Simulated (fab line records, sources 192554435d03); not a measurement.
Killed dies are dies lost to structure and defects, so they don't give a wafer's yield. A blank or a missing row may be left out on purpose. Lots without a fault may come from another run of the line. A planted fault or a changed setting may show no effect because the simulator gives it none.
fab line records | flow n5_finfet
record lots=5 wafers=15 last_day=18
route steps=1938 shown BEOL_M13@1663
lots that met no fault: from a run of the same line without faults
start_h: hours from the record's first day to the start of the lot's first wafer shown | wait_h: hours since the lot's step before | " the same as in the row above | L1.1+2: a row that stands for several wafers | - no value, or no start given | * or withheld: withheld | < > ~ a bound
route shown NAME@n: a module of which the file shows steps, and the number in the route of the first | usual: mean/standard deviation of fault-free wafers | same: alike in all rows | chamber/n: place in a boat | sites: the reading at each site | _std_site: their standard deviation | _edge_site: outer sites' mean less inner sites' | radius_mm: how far each site lies from the wafer's centre | mask NAME#n: copy n | behind: the tool/chamber that last shaped the wafer | hold: why the lot was held/for how many hours/how that ended | device: the transistor (n, p or np) that didn't switch | end of line: the same wafers' tests at the end of the route | a step without rows: its recipe alone | killed: dies lost to structure and defects at the first sort, not the wafer's yield | map: a wafer's dies, x killed, . not, _ none there
set.NAME: the setting as run; set.NAME@STEP: as run at that earlier step | model.NAME: the simulator's own value behind a step, which no gauge read
lots at some steps of the route; a table a step, a row a wafer
services: from which hour (start_h, from the record's first day; less than 0 if before it) a tool's chamber was out of use, for how many hours, and why
## steps
# step N5_BEOL_M13_EBR_06
# recipe solvent=PGMEA ebr_width_mm=1.5
# columns lot.wafer tool chamber start_h wait_h
L074.1+4+5 litho_track-04 0 - -
L079.1+2+5 litho_track-01 0 - -
L086.1+2+5 litho_track-01 0 - -
L092.1+2+3 litho_track-04 0 - -
L094.1+4+5 litho_track-05 0 - -
# step N5_BEOL_M13_SOFTBAKE_05
# recipe temp_c=130 time_s=60
# columns lot.wafer tool chamber start_h wait_h
L074.1+4+5 litho_track-04 0 - -
L079.1+2+5 litho_track-01 0 - -
L086.1+2+5 litho_track-01 0 - -
L092.1+2+3 litho_track-04 0 - -
L094.1+4+5 litho_track-05 0 - -
# step N5_BEOL_M13_EXPOSE_07
# recipe mask_id=V12 na=0.93 source_shape=conventional sigma_outer=0.6 polarization=unpolarized attpsm_phase_deg=180 dose_mj=24.8
# columns lot.wafer tool chamber start_h wait_h mask
L074.1+4+5 krf_scanner-02 0 257.42 - V12#0
L079.1+2+5 krf_scanner-01 0 270.42 - V12#0
L086.1+2+5 krf_scanner-02 0 340.90 - V12#0
L092.1+2+3 krf_scanner-02 0 382.32 - V12#0
L094.1+4+5 krf_scanner-02 0 385.42 - V12#0
# step N5_BEOL_M13_PEB_08
# recipe peb_temp_c=130 peb_time_s=90
# columns lot.wafer tool chamber start_h wait_h
L074.1+4+5 litho_track-05 0 257.47 0.1
L079.1+2+5 litho_track-05 0 270.48 0.1
L086.1+2+5 litho_track-01 0 340.96 0.1
L092.1+2+3 litho_track-04 0 382.37 0.1
L094.1+4+5 litho_track-05 0 385.48 0.1
# step N5_BEOL_M13_DEVELOP_09
# recipe develop_time_s=45 rinse_liquid=diw dry=air_spin dev_temp_c=21
# columns lot.wafer tool chamber start_h wait_h
L074.1+4+5 litho_track-05 0 - -
L079.1+2+5 litho_track-05 0 - -
L086.1+2+5 litho_track-01 0 - -
L092.1+2+3 litho_track-04 0 - -
L094.1+4+5 litho_track-05 0 - -
# step N5_BEOL_M13_HARDBAKE_14
# recipe temp_c=130 time_s=120
# columns lot.wafer tool chamber start_h wait_h
L074.1+4+5 litho_track-05 0 - -
L079.1+2+5 litho_track-05 0 - -
L086.1+2+5 litho_track-01 0 - -
L092.1+2+3 litho_track-04 0 - -
L094.1+4+5 litho_track-05 0 - -
# step N5_BEOL_M13_CD_MEAS_10
# recipe target_cd_nm=190 landing_energy_ev=500 detector=se_inlens polarity=opening
# usual cd_nm=189.7/1.5
# columns lot.wafer tool chamber start_h wait_h cd_nm
L074.1 cd_sem-03 0 257.59 - 187.3
L074.4 " 0 " " 187.6
L074.5 " 0 " " 187.6
L079.1 cd_sem-01 0 270.59 - 188.9
L079.2 " 0 " " 188.3
L079.5 " 0 " " 188.9
L086.1 cd_sem-02 0 341.08 - 190.8
L086.2 " 0 " " 188.5
L086.5 " 0 " " 189.0
L092.1 cd_sem-01 0 382.49 - 188.5
L092.2 " 0 " " 188.3
L092.3 " 0 " " 188.1
L094.1 cd_sem-03 0 385.60 - 187.2
L094.4 " 0 " " 191.0
L094.5 " 0 " " 187.8
# step N5_BEOL_M13_OVL_MEAS_11
# recipe points_per_wafer=44
# usual V12_OVL=-1/5
# columns lot.wafer tool chamber start_h wait_h V12_OVL[nm]
L074.1 overlay-01 0 257.62 0.0 -3
L074.4 " 0 " " 4
L074.5 " 0 " " -4
L079.1 overlay-02 0 270.62 0.0 -6
L079.2 " 0 " " -2
L079.5 " 0 " " 0
L086.1 overlay-02 0 341.11 0.0 -10
L086.2 " 0 " " 4
L086.5 " 0 " " 0
L092.1 overlay-01 0 382.52 0.0 8
L092.2 " 0 " " 1
L092.3 " 0 " " -3
L094.1 overlay-01 0 385.63 0.0 0
L094.4 " 0 " " 6
L094.5 " 0 " " 1
# step N5_BEOL_M13_INSPECT_12
# recipe mode=adi inspect_instrument=macro
# usual raw_defect_count=2.1/1.5
# columns lot.wafer tool chamber start_h wait_h raw_defect_count
L074.1 defect_inspect-02 - 257.64 0.0 2
L074.4 " - " " 3
L074.5 " - " " 4
L079.1 defect_inspect-02 - 270.65 0.0 3
L079.2 " - " " 3
L079.5 " - " " 3
L086.1 defect_inspect-02 - 341.13 0.0 6
L086.2 " - " " 3
L086.5 " - " " 3
L092.1 defect_inspect-02 - 382.54 0.0 1
L092.2 " - " " 2
L092.3 " - " " 0
L094.1 defect_inspect-01 - 385.65 0.0 0
L094.4 " - " " 0
L094.5 " - " " 2
# step N5_BEOL_M13_DESCUM_15
# recipe chemistry=O2 time_s=7.9 source_power_w=50 bias_power_w=20 pressure_mtorr=20 rf_frequency_hz=2.712e+07 temp_c=40 o2_flow_sccm=225
# usual drypump_motor_current_A=5.9/0.53 oes_product_au=0.80/0.082 rf_vpp_V=243.5/1.3 showerhead_plenum_p_Torr=2.10/0.066 throttle_valve_pct=20.32/0.23
# columns lot.wafer tool chamber start_h wait_h drypump_motor_current_A oes_product_au rf_hours_counter_h rf_vpp_V showerhead_plenum_p_Torr throttle_valve_pct
L074.1 rie_diel-01 0 257.77 0.1 6.4 0.80 129 244.9 2.09 20.12
L074.4 " 1 " " 5.8 0.86 60 244.1 2.22 19.99
L074.5 " 3 " " 5.4 0.91 - 242.6 2.06 20.10
L079.1 rie_diel-03 0 270.68 0.0 4.9 0.76 168 242.9 2.09 20.21
L079.2 " 2 " " 5.8 0.72 172 243.0 2.09 20.29
L079.5 " 2 " " 5.8 0.72 - 242.4 2.09 20.29
L086.1 rie_diel-03 3 341.16 0.0 6.6 0.82 72 242.8 2.12 20.25
L086.2 " 1 " " 6.1 0.69 220 243.4 2.14 20.87
L086.5 " 3 " " 6.6 0.82 - 244.9 2.12 20.24
L092.1 rie_diel-02 0 382.58 0.0 5.6 0.85 73 241.6 2.03 20.30
L092.2 " 3 " " 6.2 0.90 19 246.7 2.23 20.22
L092.3 " 1 " " 5.2 1.00 7 245.4 2.23 20.32
L094.1 rie_diel-03 3 385.68 0.0 6.6 0.81 85 241.6 2.11 20.26
L094.4 " 0 " " 4.9 0.73 199 242.8 2.08 20.24
L094.5 " 3 " " 6.6 0.81 - 244.5 2.11 20.26
# step N5_BEOL_M13_ETCH_59
# recipe chemistry=N2/H2 target=BARC target_depth_a=890 overetch_a=267 time_s=67.9 ion_energy_ev=200 pressure_mtorr=30 source_w=840 bias_w=150 n2_flow_sccm=200 h2_flow_sccm=200
# usual bias_w=150.0/0.47 drypump_motor_current_A=5.9/0.52 h2_flow_sccm=200.0/0.55 oes_product_au=0.68/0.066 rf_vpp_V=524.3/2.3 showerhead_plenum_p_Torr=2.56/0.082 throttle_valve_pct=17.77/0.28
# columns lot.wafer tool chamber start_h wait_h bias_w drypump_motor_current_A h2_flow_sccm oes_product_au rf_hours_counter_h rf_vpp_V showerhead_plenum_p_Torr throttle_valve_pct
L074.1 rie_diel-01 0 257.80 0.0 150.6 6.4 200.6 0.67 129 524.9 2.55 17.70
L074.4 " 1 " " 150.0 5.8 200.3 0.73 60 528.0 2.69 17.41
L074.5 " 3 " " 149.6 5.4 199.6 0.77 - 522.7 2.48 17.27
L079.1 rie_diel-03 0 270.72 0.0 150.1 4.9 200.3 0.66 168 523.5 2.53 17.65
L079.2 " 2 " " 149.7 5.8 199.3 0.61 172 523.1 2.54 17.80
L079.5 " 2 " " 149.7 5.8 199.8 0.61 - 523.9 2.54 17.81
L086.1 rie_diel-03 3 341.20 0.0 150.4 6.6 200.0 0.70 72 524.5 2.57 17.63
L086.2 " 1 " " 150.2 6.1 200.7 0.59 220 525.2 2.62 18.41
L086.5 " 3 " " 150.2 6.6 199.9 0.70 - 524.8 2.57 17.64
L092.1 rie_diel-02 0 382.61 0.0 150.0 5.7 200.6 0.71 73 522.6 2.46 17.72
L092.2 " 3 " " 149.3 6.2 199.8 0.78 19 528.8 2.72 17.75
L092.3 " 1 " " 150.7 5.2 199.5 0.82 7 530.3 2.71 17.76
L094.1 rie_diel-03 3 385.72 0.0 150.5 6.6 199.8 0.69 85 524.1 2.57 17.66
L094.4 " 0 " " 150.5 4.9 199.4 0.63 199 524.3 2.52 17.70
L094.5 " 3 " " 150.5 6.6 199.1 0.70 - 523.8 2.57 17.68
# step N5_BEOL_M13_VIA_ETCH_16
# recipe chemistry=C4F8/O2/Ar target=SiOC pressure_mtorr=30 source_w=3000 bias_w=700 Ar_flow_sccm=400 C4F8_flow_sccm=15 O2_flow_sccm=8 he_inner_torr=15 he_outer_torr=30 target_depth_a=9217 time_s=withheld ion_energy_ev=250 ends=cleared
# usual O2_flow_sccm=7.997/0.023 bias_w=699.6/2.1 drypump_motor_current_A=5.9/0.53 oes_product_au=0.72/0.073 rf_vpp_V=666.0/2.7 showerhead_plenum_p_Torr=3.44/0.098 throttle_valve_pct=24.12/0.27
# columns lot.wafer tool chamber start_h wait_h O2_flow_sccm bias_w drypump_motor_current_A oes_product_au rf_vpp_V showerhead_plenum_p_Torr throttle_valve_pct
L074.1 rie_diel-01 0 257.85 0.0 8.033 698.5 6.5 0.71 664.9 3.41 23.86
L074.4 " 1 " " 7.994 698.0 5.7 0.77 670.7 3.58 23.60
L074.5 " 3 " " 7.979 697.1 5.3 0.81 663.8 3.36 23.82
L079.1 rie_diel-03 0 270.77 0.0 8.007 699.9 4.9 0.68 665.8 3.41 23.96
L079.2 " 2 " " 8.008 700.4 5.7 0.65 665.0 3.42 24.09
L079.5 " 2 " " 7.991 700.3 5.8 0.64 664.9 3.42 24.09
L086.1 rie_diel-03 3 341.25 0.0 8.016 699.1 6.6 0.74 665.6 3.47 24.08
L086.2 " 1 " " 8.002 702.1 6.1 0.61 668.8 3.50 24.65
L086.5 " 3 " " 7.986 696.1 6.6 0.74 668.2 3.47 24.09
L092.1 rie_diel-02 0 382.66 0.0 8.002 700.5 5.6 0.76 662.6 3.33 24.16
L092.2 " 3 " " 7.973 701.6 6.2 0.81 669.9 3.65 24.10
L092.3 " 1 " " 8.018 698.8 5.2 0.89 669.7 3.67 24.34
L094.1 rie_diel-03 3 385.77 0.0 7.990 696.6 6.6 0.74 666.7 3.47 24.09
L094.4 " 0 " " 8.031 697.4 4.9 0.66 664.6 3.40 23.96
L094.5 " 3 " " 8.005 700.4 6.6 0.74 665.8 3.47 24.10
# step N5_BEOL_M13_STRIP_63
# recipe chemistry=N2/H2 power_w=1000 temp_c=250 h2_frac=0.65 overash_fraction=0.3 pressure_mtorr=1000 n2_flow_sccm=1750 h2_flow_sccm=3250
# usual drypump_motor_current_A=6.19/0.22 h2_flow_sccm=3249/8 heater_power_w=354/33 oes_product_au=0.674/0.0047 strip_time_to_endpoint_s=27.5/0.99
# columns lot.wafer tool chamber start_h wait_h drypump_motor_current_A h2_flow_sccm heater_power_w oes_product_au rf_hours_counter_h strip_time_to_endpoint_s
L074.1 plasma_asher-02 0 258.09 - 5.98 3252 305 0.675 132 28.4
L074.4 " 1 " " 6.55 3260 397 0.680 - 27.6
L074.5 " 0 " " 5.98 3258 309 0.675 - 27.4
L079.1 plasma_asher-02 1 271.00 - 6.54 3255 383 0.668 135 28.2
L079.2 " 0 " " 5.95 3245 303 0.673 135 27.9
L079.5 " 1 " " 6.55 3251 389 0.667 - 26.9
L086.1 plasma_asher-02 0 341.49 - 5.96 3250 302 0.675 149 28.5
L086.2 " 1 " " 6.54 3242 393 0.666 149 28.9
L086.5 " 1 " " 6.53 3238 400 0.676 - 27.4
L092.1 plasma_asher-01 0 382.90 - 6.12 3257 371 0.675 94 27.6
L092.2 " 1 " " 6.10 3250 353 0.676 94 28.1
L092.3 " 0 " " 6.12 3254 367 0.680 - 27.5
L094.1 plasma_asher-02 0 386.01 - 5.96 3233 295 0.666 158 27.3
L094.4 " 0 " " 5.98 3239 304 0.669 - 26.2
L094.5 " 0 " " 5.97 3247 310 0.667 - 26.7
# step N5_BEOL_M13_STRIP_64
# recipe chemistry=N2/H2 power_w=1000 temp_c=250 h2_frac=0.65 overash_fraction=0.3 pressure_mtorr=withheld n2_flow_sccm=1750 h2_flow_sccm=3250
# usual drypump_motor_current_A=6.20/0.22 h2_flow_sccm=3249/9.8 heater_power_w=354/33 oes_product_au=0.715/0.0049 strip_time_to_endpoint_s=31.32/0.086
# columns lot.wafer tool chamber start_h wait_h drypump_motor_current_A h2_flow_sccm heater_power_w oes_product_au rf_hours_counter_h strip_time_to_endpoint_s
L074.1 plasma_asher-02 0 258.15 0.0 5.98 3235 304 0.713 132 31.25
L074.4 " 1 " " 6.55 3232 379 0.724 - 31.19
L074.5 " 0 " " 5.96 3249 306 0.717 - 31.21
L079.1 plasma_asher-02 1 271.06 0.0 6.55 3223 393 0.717 135 31.34
L079.2 " 0 " " 5.99 3255 298 0.724 135 31.38
L079.5 " 1 " " 6.53 3241 391 0.710 - 31.33
L086.1 plasma_asher-02 0 341.55 0.0 5.98 3247 314 0.718 149 31.27
L086.2 " 1 " " 6.53 3259 395 0.712 149 31.36
L086.5 " 1 " " 6.54 3257 392 0.722 - 31.37
L092.1 plasma_asher-01 0 382.96 0.0 6.12 3268 369 0.718 94 31.30
L092.2 " 1 " " 6.14 3251 367 0.712 94 31.29
L092.3 " 0 " " 6.10 3269 362 0.726 - 31.39
L094.1 plasma_asher-02 0 386.07 0.0 5.96 3250 310 0.714 158 31.19
L094.4 " 0 " " 5.97 3267 306 0.716 - 31.27
L094.5 " 0 " " 5.98 3263 303 0.713 - 31.20
# step N5_BEOL_M13_STRIP_71
# recipe chemistry=post_etch_residue_remover time_s=60 temp_c=25 remover_ph=withheld remover_water_wt_pct=withheld remover_fluoride_wt_pct=withheld
# columns lot.wafer tool chamber start_h wait_h
L074.1+4+5 wet_bench-06 6,5,3 258.24 0.1
L079.1+2+5 wet_bench-05 1,4,3 271.15 0.1
L086.1+2+5 wet_bench-06 7,5,4 341.63 0.1
L092.1+2+3 wet_bench-04 1,5,3 383.05 0.1
L094.1+4+5 wet_bench-04 3,2,4 386.15 0.1
# step N5_BEOL_M13_SRD_72
# recipe time_s=30 temp_c=23 rinse_liquid=diw dry=n2_spin spin_rpm=1500 dry_time_s=30
# columns lot.wafer tool chamber start_h wait_h
L074.1+4+5 wet_bench-06 6,5,3 258.26 0.0
L079.1+2+5 wet_bench-05 1,4,3 271.17 0.0
L086.1+2+5 wet_bench-06 7,5,4 341.65 0.0
L092.1+2+3 wet_bench-04 1,5,3 383.07 0.0
L094.1+4+5 wet_bench-04 3,2,4 386.17 0.0
# step N5_BEOL_M13_CD_MEAS_17
# recipe target_cd_nm=190 polarity=opening
# usual cd_nm=190.3/1.8
# columns lot.wafer tool chamber start_h wait_h cd_nm
L074.1 cd_sem-02 - 258.30 0.0 188.2
L074.4 " - " " 188.9
L074.5 " - " " 190.3
L079.1 cd_sem-01 - 271.21 0.0 189.2
L079.2 " - " " 187.8
L079.5 " - " " 188.3
L086.1 cd_sem-03 - 341.70 0.0 192.9
L086.2 " - " " 190.3
L086.5 " - " " 190.8
L092.1 cd_sem-03 - 383.11 0.0 187.5
L092.2 " - " " 187.5
L092.3 " - " " 187.0
L094.1 cd_sem-03 - 386.21 0.0 188.2
L094.4 " - " " 191.4
L094.5 " - " " 189.1
# step N5_BEOL_M13_COAT_65
# recipe resist=SOC temp_c=250 time_s=60 spin_rpm=1500 resist_thk_nm=350
# columns lot.wafer tool chamber start_h wait_h
L074.1+4+5 litho_track-04 0 258.34 0.0
L079.1+2+5 litho_track-04 0 271.25 0.0
L086.1+2+5 litho_track-01 0 341.73 0.0
L092.1+2+3 litho_track-04 0 383.14 0.0
L094.1+4+5 litho_track-05 0 386.25 0.0
# step N5_BEOL_M13_COAT_66
# recipe resist=SiARC temp_c=220 time_s=60 spin_rpm=1500 resist_thk_nm=110
# columns lot.wafer tool chamber start_h wait_h
L074.1+4+5 litho_track-04 0 - -
L079.1+2+5 litho_track-04 0 - -
L086.1+2+5 litho_track-01 0 - -
L092.1+2+3 litho_track-04 0 - -
L094.1+4+5 litho_track-05 0 - -
# step N5_BEOL_M13_COAT_22
# recipe spin_rpm=2888 resist_thk_nm=300
# columns lot.wafer tool chamber start_h wait_h
L074.1+4+5 litho_track-04 0 - -
L079.1+2+5 litho_track-04 0 - -
L086.1+2+5 litho_track-01 0 - -
L092.1+2+3 litho_track-04 0 - -
L094.1+4+5 litho_track-05 0 - -
# step N5_BEOL_M13_EBR_24
# recipe solvent=PGMEA ebr_width_mm=1.5
# columns lot.wafer tool chamber start_h wait_h
L074.1+4+5 litho_track-04 0 - -
L079.1+2+5 litho_track-04 0 - -
L086.1+2+5 litho_track-01 0 - -
L092.1+2+3 litho_track-04 0 - -
L094.1+4+5 litho_track-05 0 - -
# step N5_BEOL_M13_SOFTBAKE_23
# recipe temp_c=130 time_s=60
# columns lot.wafer tool chamber start_h wait_h
L074.1+4+5 litho_track-04 0 - -
L079.1+2+5 litho_track-04 0 - -
L086.1+2+5 litho_track-01 0 - -
L092.1+2+3 litho_track-04 0 - -
L094.1+4+5 litho_track-05 0 - -
# step N5_BEOL_M13_EXPOSE_25
# recipe mask_id=M13 na=0.93 source_shape=conventional sigma_outer=0.4 polarization=unpolarized target_cd_nm=210 dose_mj=22
# columns lot.wafer tool chamber start_h wait_h mask
L074.1+4+5 krf_scanner-02 0 258.58 - M13#0
L079.1+2+5 krf_scanner-01 0 271.37 - M13#0
L086.1+2+5 krf_scanner-02 0 341.98 - M13#0
L092.1+2+3 krf_scanner-01 0 383.26 - M13#0
L094.1+4+5 krf_scanner-01 0 386.49 - M13#0
# step N5_BEOL_M13_PEB_26
# recipe peb_temp_c=130 peb_time_s=90
# columns lot.wafer tool chamber start_h wait_h
L074.1+4+5 litho_track-04 0 258.64 0.1
L079.1+2+5 litho_track-04 0 271.42 0.1
L086.1+2+5 litho_track-01 0 342.03 0.1
L092.1+2+3 litho_track-01 0 383.32 0.1
L094.1+4+5 litho_track-05 0 386.55 0.1
# step N5_BEOL_M13_DEVELOP_27
# recipe develop_time_s=45 rinse_liquid=diw dry=air_spin dev_temp_c=21
# columns lot.wafer tool chamber start_h wait_h
L074.1+4+5 litho_track-04 0 - -
L079.1+2+5 litho_track-04 0 - -
L086.1+2+5 litho_track-01 0 - -
L092.1+2+3 litho_track-01 0 - -
L094.1+4+5 litho_track-05 0 - -
# step N5_BEOL_M13_HARDBAKE_32
# recipe temp_c=130 time_s=120
# columns lot.wafer tool chamber start_h wait_h
L074.1+4+5 litho_track-04 0 - -
L079.1+2+5 litho_track-04 0 - -
L086.1+2+5 litho_track-01 0 - -
L092.1+2+3 litho_track-01 0 - -
L094.1+4+5 litho_track-05 0 - -
# step N5_BEOL_M13_CD_MEAS_28
# recipe target_cd_nm=209.5 landing_energy_ev=500 detector=se_inlens
# usual cd_nm=209.1/1.5
# columns lot.wafer tool chamber start_h wait_h cd_nm
L074.1 cd_sem-03 0 258.75 - 209.5
L074.4 " 0 " " 208.5
L074.5 " 0 " " 209.4
L079.1 cd_sem-03 0 271.54 - 208.4
L079.2 " 0 " " 209.3
L079.5 " 0 " " 207.0
L086.1 cd_sem-01 0 342.15 - 207.1
L086.2 " 0 " " 208.5
L086.5 " 0 " " 208.7
L092.1 cd_sem-02 0 383.44 - 207.9
L092.2 " 0 " " 208.1
L092.3 " 0 " " 208.6
L094.1 cd_sem-01 0 386.67 - 208.2
L094.4 " 0 " " 210.4
L094.5 " 0 " " 209.3
# step N5_BEOL_M13_OVL_MEAS_29
# recipe points_per_wafer=44
# usual M13_OVL=2/4.8
# columns lot.wafer tool chamber start_h wait_h M13_OVL[nm]
L074.1 overlay-01 0 258.78 0.0 1
L074.4 " 0 " " 13
L074.5 " 0 " " 6
L079.1 overlay-01 0 271.57 0.0 4
L079.2 " 0 " " 1
L079.5 " 0 " " 3
L086.1 overlay-01 0 342.18 0.0 12
L086.2 " 0 " " -10
L086.5 " 0 " " 7
L092.1 overlay-02 0 383.47 0.0 1
L092.2 " 0 " " -3
L092.3 " 0 " " 6
L094.1 overlay-02 0 386.70 0.0 -1
L094.4 " 0 " " -3
L094.5 " 0 " " -4
# step N5_BEOL_M13_INSPECT_30
# recipe mode=adi inspect_instrument=macro
# usual raw_defect_count=2.2/1.5
# columns lot.wafer tool chamber start_h wait_h raw_defect_count
L074.1 defect_inspect-01 - 258.80 0.0 3
L074.4 " - " " 4
L074.5 " - " " 5
L079.1 defect_inspect-02 - 271.59 0.0 1
L079.2 " - " " 3
L079.5 " - " " 1
L086.1 defect_inspect-02 - 342.20 0.0 3
L086.2 " - " " 2
L086.5 " - " " 3
L092.1 defect_inspect-01 - 383.49 0.0 1
L092.2 " - " " 2
L092.3 " - " " 3
L094.1 defect_inspect-01 - 386.72 0.0 1
L094.4 " - " " 0
L094.5 " - " " 2
# step N5_BEOL_M13_DESCUM_33
# recipe chemistry=O2 time_s=7.9 source_power_w=50 bias_power_w=20 pressure_mtorr=20 rf_frequency_hz=2.712e+07 temp_c=40 o2_flow_sccm=225
# usual drypump_motor_current_A=5.9/0.49 oes_product_au=0.80/0.07 rf_vpp_V=243.3/1.2 showerhead_plenum_p_Torr=2.10/0.064 throttle_valve_pct=20.28/0.23
# columns lot.wafer tool chamber start_h wait_h drypump_motor_current_A oes_product_au rf_hours_counter_h rf_vpp_V showerhead_plenum_p_Torr throttle_valve_pct
L074.1 rie_diel-03 3 259.09 0.3 6.6 0.87 48 245.2 2.13 20.23
L074.4 " 1 " " 6.0 0.72 197 244.7 2.15 20.85
L074.5 " 1 " " 6.1 0.71 - 243.9 2.15 20.84
L079.1 rie_diel-02 0 272.26 0.7 5.6 0.89 40 241.6 2.04 20.23
L079.2 " 2 " " 6.4 0.91 24 244.3 2.03 20.38
L079.5 " 2 " " 6.4 0.90 - 242.8 2.03 20.39
L086.1 rie_diel-02 3 342.24 0.0 6.2 0.94 9 244.5 2.24 20.19
L086.2 " 0 " " 5.6 0.86 62 242.2 2.03 20.28
L086.5 " 3 " " 6.2 0.94 - 245.4 2.24 20.19
L092.1 rie_diel-03 2 383.53 0.0 5.8 0.68 205 243.6 2.08 20.33
L092.2 " 1 " " 6.0 0.68 232 244.6 2.14 20.89
L092.3 " 3 " " 6.6 0.81 84 243.5 2.11 20.26
L094.1 rie_diel-03 3 386.91 0.2 6.6 0.82 85 245.0 2.11 20.27
L094.4 " 0 " " 4.9 0.72 200 242.8 2.08 20.23
L094.5 " 3 " " 6.6 0.81 - 243.4 2.11 20.27
# step N5_BEOL_M13_ETCH_67
# recipe chemistry=CF4 target=SiARC target_depth_a=1430 time_s=238.3 ion_energy_ev=80 pressure_mtorr=40 source_w=545 bias_w=36 Ar_flow_sccm=100 cf4_flow_sccm=100 ends=cleared
# usual bias_w=36.02/0.11 drypump_motor_current_A=5.9/0.49 etch_rf_on_time_s=236/4.6 oes_product_au=0.69/0.061 rf_vpp_V=184.1/1.1 showerhead_plenum_p_Torr=2.15/0.06 throttle_valve_pct=15.48/0.26
# columns lot.wafer tool chamber start_h wait_h bias_w drypump_motor_current_A etch_rf_on_time_s oes_product_au rf_hours_counter_h rf_vpp_V showerhead_plenum_p_Torr throttle_valve_pct
L074.1 rie_diel-03 3 259.12 0.0 36.01 6.6 231 0.75 48 183.7 2.18 15.34
L074.4 " 1 " " 36.18 6.1 241 0.60 197 185.4 2.21 16.09
L074.5 " 1 " " 36.09 6.1 241 0.60 - 185.6 2.21 16.10
L079.1 rie_diel-02 0 272.30 0.0 35.86 5.6 231 0.76 40 183.2 2.09 15.37
L079.2 " 2 " " 36.14 6.4 238 0.78 24 182.2 2.10 15.60
L079.5 " 2 " " 36.20 6.4 238 0.77 - 182.5 2.10 15.60
L086.1 rie_diel-02 3 342.27 0.0 36.32 6.2 238 0.80 9 185.4 2.28 15.33
L086.2 " 0 " " 35.99 5.6 231 0.73 62 184.3 2.08 15.41
L086.5 " 3 " " 36.19 6.2 235 0.80 - 185.7 2.28 15.33
L092.1 rie_diel-03 2 383.56 0.0 35.97 5.8 241 0.59 205 183.4 2.13 15.62
L092.2 " 1 " " 35.75 6.0 242 0.58 232 185.9 2.20 16.18
L092.3 " 3 " " 36.03 6.6 230 0.70 84 185.3 2.16 15.42
L094.1 rie_diel-03 3 386.94 0.0 35.98 6.7 227 0.70 85 184.2 2.16 15.41
L094.4 " 0 " " 35.95 4.9 239 0.63 200 182.7 2.13 15.49
L094.5 " 3 " " 35.83 6.6 227 0.70 - 183.8 2.16 15.41
# step N5_BEOL_M13_ETCH_68
# recipe chemistry=N2/H2 target=SOC mask_material=SiARC source_w=3000 bias_w=350 temp_c=40 time_s=355 ion_energy_ev=200 pressure_mtorr=30 n2_flow_sccm=200 h2_flow_sccm=200
# usual bias_w=349.9/1 drypump_motor_current_A=5.9/0.5 h2_flow_sccm=200.0/0.62 oes_product_au=0.80/0.071 rf_vpp_V=524.0/2.3 showerhead_plenum_p_Torr=2.55/0.081 throttle_valve_pct=17.62/0.29
# columns lot.wafer tool chamber start_h wait_h bias_w drypump_motor_current_A h2_flow_sccm oes_product_au rf_hours_counter_h rf_vpp_V showerhead_plenum_p_Torr throttle_valve_pct
L074.1 rie_diel-03 3 259.27 0.1 349.2 6.7 199.5 0.86 48 524.4 2.58 17.49
L074.4 " 1 " " 349.7 6.0 200.4 0.71 197 526.9 2.63 18.25
L074.5 " 1 " " 350.4 6.0 201.1 0.70 - 527.8 2.63 18.26
L079.1 rie_diel-02 0 272.44 0.1 350.1 5.6 199.7 0.87 40 523.1 2.48 17.53
L079.2 " 2 " " 349.9 6.4 199.9 0.92 24 521.5 2.48 17.71
L079.5 " 2 " " 349.8 6.4 199.4 0.91 - 522.3 2.48 17.70
L086.1 rie_diel-02 3 342.42 0.1 351.2 6.2 199.6 0.95 9 528.8 2.72 17.62
L086.2 " 0 " " 351.1 5.6 199.5 0.86 62 522.1 2.47 17.58
L086.5 " 3 " " 352.0 6.2 199.9 0.95 - 527.9 2.73 17.63
L092.1 rie_diel-03 2 383.71 0.1 350.3 5.8 201.3 0.68 205 523.5 2.53 17.77
L092.2 " 1 " " 349.6 6.1 199.2 0.67 232 525.7 2.61 18.29
L092.3 " 3 " " 350.9 6.6 199.1 0.82 84 524.9 2.57 17.53
L094.1 rie_diel-03 3 387.09 0.1 350.5 6.7 200.0 0.81 85 525.7 2.57 17.54
L094.4 " 0 " " 349.9 4.9 201.3 0.73 200 523.1 2.52 17.60
L094.5 " 3 " " 349.7 6.7 199.7 0.82 - 522.9 2.57 17.55
# step N5_BEOL_M13_STRIP_69
# recipe chemistry=N2/H2 temp_c=40 n2_flow_sccm=200 h2_flow_sccm=200 rf_frequency_hz=6e+07
# columns lot.wafer tool chamber start_h wait_h
L074.1+4+5 rie_diel-03 3,1,1 259.48 0.1
L079.1+2+5 rie_diel-02 0,2,2 272.66 0.1
L086.1+2+5 rie_diel-02 3,0,3 342.63 0.1
L092.1+2+3 rie_diel-03 2,1,3 383.92 0.1
L094.1+4+5 rie_diel-03 3,0,3 387.30 0.1
## services
# columns tool chamber start_h hours kind
krf_scanner-02 - 263.08 1.0 pm
plasma_asher-02 - 268.40 0.4 repair
krf_scanner-02 - 269.53 2.5 repair
rie_diel-01 - 271.77 2.8 pm
litho_track-05 - 275.59 - consumable_replace:filter
rie_diel-02 0 275.91 6.9 repair
krf_scanner-01 - 278.00 4.1 repair
rie_diel-01 2 285.53 14.8 repair
wet_bench-06 - 295.82 1.2 repair
rie_diel-02 3 302.17 - clean
rie_diel-02 3 302.17 - consumable_replace:focus_ring
rie_diel-02 3 302.17 - consumable_replace:showerhead
rie_diel-02 3 302.17 17.7 scheduled_down
rie_diel-02 3 302.17 17.7 vent_cycle
krf_scanner-01 - 306.98 1.3 pm
krf_scanner-02 - 318.54 0.8 pm
rie_diel-02 1 320.25 - clean
rie_diel-02 1 320.25 - consumable_replace:esc
wet_bench-06 - 321.28 1.1 repair
krf_scanner-01 - 338.84 1.0 pm
krf_scanner-01 - 344.04 0.8 pm
plasma_asher-01 - 350.58 0.3 repair
krf_scanner-02 - 350.95 1.3 pm
krf_scanner-01 - 360.42 11.6 pm
## key
fault none
